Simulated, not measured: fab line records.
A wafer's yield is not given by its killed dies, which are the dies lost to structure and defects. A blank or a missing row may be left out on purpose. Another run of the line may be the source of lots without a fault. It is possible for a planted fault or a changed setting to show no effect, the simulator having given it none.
Which of the tools did it? + flow nandHarc + Sampling: 12 lots, 36 wafers, 6 of 1159 route steps

== WHAT THE GAUGES SHOWED, per wafer ==
NHARC_P_GATE_CD_MEAS_11 targets a cd of 1640 nm.
| lot  | measured    | on       | cdNm (nm)            |
|------|-------------|----------|----------------------|
| L858 | day 5 03:21 | cdSem-01 | 1640.7 1642.6 1640.9 |
| L860 | day 5 03:31 | cdSem-01 | - - -                |
| L862 | day 5 14:56 | cdSem-02 | 1639.7 1642.4 1642.3 |
| L864 | day 6 07:05 | cdSem-03 | 1639.5 1639.4 1639.3 |
| L870 | day 7 17:59 | cdSem-01 | 1640.6 1640.1 1639.6 |
| L871 | day 8 03:28 | cdSem-02 | 1639.8 1638.1 1639.6 |
| L872 | day 8 03:37 | cdSem-01 | 1642.2 1640.7 1644.0 |
| L873 | day 8 14:54 | cdSem-02 | 1640.7 1640.9 1637.7 |
| L874 | day 8 20:31 | cdSem-01 | 1641.3 1641.9 1642.3 |
| L875 | day 9 05:12 | cdSem-03 | 1640.2 1639.8 1638.9 |
| L876 | day 9 05:22 | cdSem-02 | 1640.1 1639.2 1638.8 |
| L878 | day 9 21:24 | cdSem-01 | 1642.5 1641.6 1638.5 |

NHARC_END_SORT_01.
| lot  | measured     | on        | killedAtArray | killedAtOther | killedAtPeriphery | killedDies  | killedOpen | killedShort |
|------|--------------|-----------|---------------|---------------|-------------------|-------------|------------|-------------|
| L858 | day 20 14:42 | prober-02 | 25 20 29      | 0 0 0         | 4 3 3             | 29 23 32    | 5 5 5      | 3 1 3       |
| L860 | day 20 09:37 | prober-01 | 35 36 43      | 0 1 0         | 642 640 634       | 677 677 677 | 4 4 5      | 0 2 2       |
| L862 | day 21 09:58 | prober-02 | 15 17 14      | 0 0 0         | 3 9 7             | 18 26 21    | 2 3 3      | 0 2 1       |
| L864 | day 21 17:44 | prober-02 | 25 23 29      | 1 0 0         | 0 3 4             | 26 26 33    | 2 1 3      | 3 0 1       |
| L870 | day 22 17:25 | prober-01 | 44 49 33      | 1 3 7         | 4 0 3             | 49 52 43    | 5 2 3      | 1 2 1       |
| L871 | day 23 07:44 | prober-01 | 43 46 51      | 1 0 0         | 2 0 3             | 46 46 54    | 4 1 4      | 0 1 2       |
| L872 | day 23 06:09 | prober-02 | 20 25 15      | 2 1 1         | 3 2 0             | 25 28 16    | 1 3 2      | 5 1 4       |
| L873 | day 23 15:29 | prober-01 | 41 35 32      | 0 1 1         | 6 2 3             | 47 38 36    | 2 3 3      | 2 2 3       |
| L874 | day 24 04:02 | prober-01 | 47 48 47      | 0 0 1         | 0 3 0             | 47 51 48    | 4 3 1      | 1 5 5       |
| L875 | day 24 11:01 | prober-01 | 40 51 47      | 1 0 0         | 6 3 3             | 47 54 50    | 5 5 2      | 3 4 3       |
| L876 | day 24 04:02 | prober-02 | 29 22 18      | 0 0 0         | 2 6 1             | 31 28 19    | 4 4 1      | 0 1 0       |
| L878 | day 24 17:16 | prober-02 | 34 31 26      | 2 2 6         | 0 0 1             | 36 33 33    | 3 0 2      | 2 3 1       |

== WHAT TOOL EACH LOT RAN ON (gives the tool, then ch and the chambers of the sampled wafers, and finally the start) ==
| lot  | NHARC_P_ZERO_WELL_DESCUM_39      | NHARC_P_STI_CMP_21           | NHARC_P_GATE_EXPOSE_08          | NHARC_P_GATE_STRIP_108            |
|------|----------------------------------|------------------------------|---------------------------------|-----------------------------------|
| L858 | rieDiel-03 ch 0,1,2, day 2 10:20 | cmp-04 ch 1,2,3, day 4 10:43 | krfScanner-04 ch 0, day 5 03:12 | rieDiel-06 ch 1,3, day 5 19:22    |
| L860 | rieDiel-07 ch 0,1, day 2 22:10   | cmp-03 ch 0,3, day 4 10:49   | krfScanner-01 ch 0, day 5 03:22 | rieDiel-11 ch 0,1,3, day 5 18:09  |
| L862 | rieDiel-03 ch 0,2, day 3 10:16   | cmp-01 ch 1,2,3, day 4 21:47 | krfScanner-01 ch 0, day 5 14:47 | rieDiel-11 ch 1,2,3, day 6 07:37  |
| L864 | rieDiel-03 ch 0,1,2, day 3 22:36 | cmp-03 ch 0,1,3, day 5 18:05 | krfScanner-02 ch 0, day 6 06:56 | rieDiel-06 ch 1,2,3, day 6 21:34  |
| L870 | rieDiel-03 ch 0,2,3, day 5 10:20 | cmp-03 ch 0,1,2, day 6 23:31 | krfScanner-01 ch 0, day 7 17:50 | rieDiel-11 ch 0,1,3, day 8 15:04  |
| L871 | rieDiel-05 ch 0,1,3, day 5 16:17 | cmp-04 ch 0,3, day 7 08:17   | krfScanner-01 ch 0, day 8 03:19 | rieDiel-06 ch 0,2, day 8 19:32    |
| L872 | rieDiel-07 ch 0,2,3, day 5 22:08 | cmp-01 ch 0,2,3, day 7 08:17 | krfScanner-02 ch 0, day 8 03:28 | rieDiel-09 ch 1,2,3, day 8 19:41  |
| L873 | rieDiel-07 ch 1,2,3, day 6 04:19 | cmp-01 ch 0,1, day 7 20:44   | krfScanner-02 ch 0, day 8 14:45 | rieDiel-11 ch 0,3, day 9 06:45    |
| L874 | rieDiel-05 ch 0,3, day 6 10:16   | cmp-01 ch 0,2, day 8 03:29   | krfScanner-02 ch 0, day 8 20:22 | rieDiel-11 ch 0,1,3, day 9 11:05  |
| L875 | rieDiel-07 ch 0,2,3, day 6 16:20 | cmp-01 ch 0,2,3, day 8 10:10 | krfScanner-02 ch 0, day 9 05:02 | rieDiel-06 ch 0,2,3, day 9 19:47  |
| L876 | rieDiel-03 ch 0,1,3, day 6 22:23 | cmp-04 ch 0,3, day 8 10:11   | krfScanner-01 ch 0, day 9 05:13 | rieDiel-06 ch 2,3, day 9 20:07    |
| L878 | rieDiel-03 ch 1,2,3, day 7 10:17 | cmp-01 ch 0,2,3, day 9 01:56 | krfScanner-01 ch 0, day 9 21:14 | rieDiel-06 ch 0,1,3, day 10 12:09 |
- NHARC_P_ZERO_WELL_DESCUM_39: chemistry O2, time 3 s.
- NHARC_P_STI_CMP_21: polishes, t overpolish 20 s, target thk 380.67 nm.
- NHARC_P_GATE_EXPOSE_08: exposes mask P HV.
- NHARC_P_GATE_STRIP_108: strips in O2.

== AS READ BY THE TOOLS THEMSELVES (means over the sampled wafers that have a number; for cases with no such wafer, the mark the record gives instead) ==
NHARC_P_ZERO_WELL_DESCUM_39.
| lot  | tool       | drypumpMotorCurrentA (A) | oesProductAu (a.u.) | rfVppV (V) | showerheadPlenumPTorr (Torr) | throttleValvePct (%) |
|------|------------|--------------------------|---------------------|------------|------------------------------|----------------------|
| L858 | rieDiel-03 | 6.0                      | 0.983               | 58.0       | 1.91                         | 11.299               |
| L860 | rieDiel-07 | 6.0                      | 1.001               | 57.0       | 1.86                         | 11.306               |
| L862 | rieDiel-03 | 6.0                      | 0.997               | 57.3       | 1.86                         | 11.313               |
| L864 | rieDiel-03 | 6.0                      | 0.998               | 58.1       | 1.91                         | 11.310               |
| L870 | rieDiel-03 | 5.8                      | 1.006               | 58.0       | 1.93                         | 11.307               |
| L871 | rieDiel-05 | 5.5                      | 1.001               | 58.0       | 1.86                         | 11.314               |
| L872 | rieDiel-07 | 5.4                      | 0.994               | 57.6       | 1.89                         | 11.316               |
| L873 | rieDiel-07 | 5.4                      | 1.005               | 57.5       | 1.87                         | 11.303               |
| L874 | rieDiel-05 | 5.7                      | 0.988               | 57.3       | 1.88                         | 11.314               |
| L875 | rieDiel-07 | 5.4                      | 0.995               | 58.6       | 1.89                         | 11.317               |
| L876 | rieDiel-03 | 5.8                      | 1.006               | 58.1       | 1.97                         | 11.315               |
| L878 | rieDiel-03 | 5.9                      | 1.006               | 58.0       | 1.95                         | 11.311               |

NHARC_P_STI_CMP_21.
| lot  | tool   | motorCurrentA (A) | overpolishRunS (s) |
|------|--------|-------------------|--------------------|
| L858 | cmp-04 | 11.2              | 19.997             |
| L860 | cmp-03 | 12.5              | 20.003             |
| L862 | cmp-01 | 12.2              | 19.993             |
| L864 | cmp-03 | 13.2              | 20.004             |
| L870 | cmp-03 | 13.1              | 20.000             |
| L871 | cmp-04 | 11.5              | 20.004             |
| L872 | cmp-01 | 12.2              | 19.994             |
| L873 | cmp-01 | 11.6              | 20.010             |
| L874 | cmp-01 | 12.7              | 20.002             |
| L875 | cmp-01 | 12.5              | 19.994             |
| L876 | cmp-04 | 11.3              | 19.998             |
| L878 | cmp-01 | 11.9              | 19.994             |

NHARC_P_GATE_STRIP_108.
| lot  | tool       | drypumpMotorCurrentA (A) | oesProductAu (a.u.) | rfVppV (V) | showerheadPlenumPTorr (Torr) | throttleValvePct (%) |
|------|------------|--------------------------|---------------------|------------|------------------------------|----------------------|
| L858 | rieDiel-06 | 6.1                      | 1.001               | 57.7       | 3.54                         | 17.029               |
| L860 | rieDiel-11 | 6.0                      | 0.994               | 58.2       | 3.44                         | 17.039               |
| L862 | rieDiel-11 | 5.8                      | 1.002               | 56.7       | 3.44                         | 17.040               |
| L864 | rieDiel-06 | 5.7                      | 0.995               | 58.8       | 3.62                         | 17.039               |
| L870 | rieDiel-11 | 6.0                      | 0.994               | 56.9       | 3.43                         | 17.041               |
| L871 | rieDiel-06 | 5.4                      | 0.993               | 57.3       | 3.45                         | 17.038               |
| L872 | rieDiel-09 | 5.3                      | 1.000               | 57.8       | 3.53                         | 17.045               |
| L873 | rieDiel-11 | 5.8                      | 0.990               | 57.0       | 3.70                         | 17.041               |
| L874 | rieDiel-11 | 6.0                      | 0.998               | 57.6       | 3.61                         | 17.041               |
| L875 | rieDiel-06 | 5.7                      | 0.995               | 58.2       | 3.52                         | 17.032               |
| L876 | rieDiel-06 | 6.0                      | 0.998               | 57.6       | 3.59                         | 17.031               |
| L878 | rieDiel-06 | 5.8                      | 0.999               | 58.0       | 3.45                         | 17.040               |

== THE ANSWER, worked out from the rows above alone ==
Rule: the lots themselves supply what counts as usual. The widest of any qualifying gaps counts: lots, ordered by their means at a reading, are off when they make up no more than a third of the lots, leave a main group of 4 or more, and stand apart from it by 3 or more times the standard deviation of that group's means. A main group is skipped when, at the precision printed for the reading in the tables above, its means are all equal. Also off: a lot with no number at a reading for which 4 or more lots have one. Any other lot the step has rows for is counted as sound. First the gauges in route order, then the tools' own readings, where a lot's mean is used as printed above. At the first step where some lot is off, the reading lying furthest off is the one used; lots without a number count as furthest.
Off: L860, at NHARC_P_GATE_CD_MEAS_11 (cdNm). Without a number there: L860. The main group: mean 1640.5 nm, standard deviation 1.1.
If a tool, at a process step before that reading, ran all the lots that are off and no sound lot after the first of them, it fits. The gauges at NHARC_P_GATE_CD_MEAS_11 aren't tried: what is off there is off at NHARC_END_SORT_01 too, on other tools, and a gauge's error can't cause that. None of those tried fits.

== WHAT THE SIMULATOR PUT IN ==
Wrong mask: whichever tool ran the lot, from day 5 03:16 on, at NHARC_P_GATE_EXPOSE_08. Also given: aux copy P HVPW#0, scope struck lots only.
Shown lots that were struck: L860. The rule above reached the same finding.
